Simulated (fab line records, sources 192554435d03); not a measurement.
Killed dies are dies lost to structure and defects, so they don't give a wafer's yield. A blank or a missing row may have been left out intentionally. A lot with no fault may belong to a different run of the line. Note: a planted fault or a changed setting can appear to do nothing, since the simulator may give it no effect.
Matching of chambers :: flow n5 finfet :: N5_BEOL_M5_DEP_56 on pecvd-02: 3 sister chambers
The step deposits SiCN from 3MS/NH3, target thk 8 nm, time 14 s. 3 wafers are shown with their chamber, then 12 later ones without.

## WAFERS WITH THEIR CHAMBER
wafer: L088.2
chamber: 1
showerhead plenum p Torr (Torr): 3.663

wafer: L088.5
chamber: 0
showerhead plenum p Torr (Torr): 3.678

wafer: L088.6
chamber: 2
showerhead plenum p Torr (Torr): 3.651

## WAFERS WHOSE CHAMBER IS MISSING
wafer: L095.4
showerhead plenum p Torr (Torr): 3.666

wafer: L095.5
showerhead plenum p Torr (Torr): 3.668

wafer: L095.6
showerhead plenum p Torr (Torr): 3.660

wafer: L093.1
showerhead plenum p Torr (Torr): 3.666

wafer: L093.4
showerhead plenum p Torr (Torr): 3.663

wafer: L093.5
showerhead plenum p Torr (Torr): 3.662

wafer: L094.1
showerhead plenum p Torr (Torr): 3.653

wafer: L094.5
showerhead plenum p Torr (Torr): 3.661

wafer: L094.6
showerhead plenum p Torr (Torr): 3.671

wafer: L082.1
showerhead plenum p Torr (Torr): 3.668

wafer: L082.3
showerhead plenum p Torr (Torr): 3.662

wafer: L082.6
showerhead plenum p Torr (Torr): 3.667

## THE CHAMBER EACH PASSED THROUGH
wafer: L095.4
from the rows above: 1
in truth: 1

wafer: L095.5
from the rows above: can't be placed: 1 or 0
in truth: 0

wafer: L095.6
from the rows above: can't be placed: 1 or 2
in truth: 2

wafer: L093.1
from the rows above: 1
in truth: 1

wafer: L093.4
from the rows above: 1
in truth: 1

wafer: L093.5
from the rows above: 1
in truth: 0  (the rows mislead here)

wafer: L094.1
from the rows above: 2
in truth: 2

wafer: L094.5
from the rows above: 1
in truth: 1

wafer: L094.6
from the rows above: can't be placed: 0 or 1
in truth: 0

wafer: L082.1
from the rows above: can't be placed: 1 or 0
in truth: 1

wafer: L082.3
from the rows above: 1
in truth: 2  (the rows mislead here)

wafer: L082.6
from the rows above: can't be placed: 1 or 0
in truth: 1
Correct placement for 5 of the 12. Can't be placed from these rows: 5 (the true chamber is among the candidates in 5). Number placed wrongly: 2.
How it was worked out, from the rows above alone: a wafer's distance from a chamber is the root of the sum, over the readings, of the square of ((its reading less the chamber's mean) divided by the reading's scatter). If the next closest chamber is less than 2 further off than the closest, the wafer can't be placed; otherwise it belongs to the closest. For every chamber, the mean is computed from those of its wafers that are shown. The scatter (one wafer shown for each chamber): square how far every hidden wafer sits from the nearest shown wafer, average those squares and take the square root.
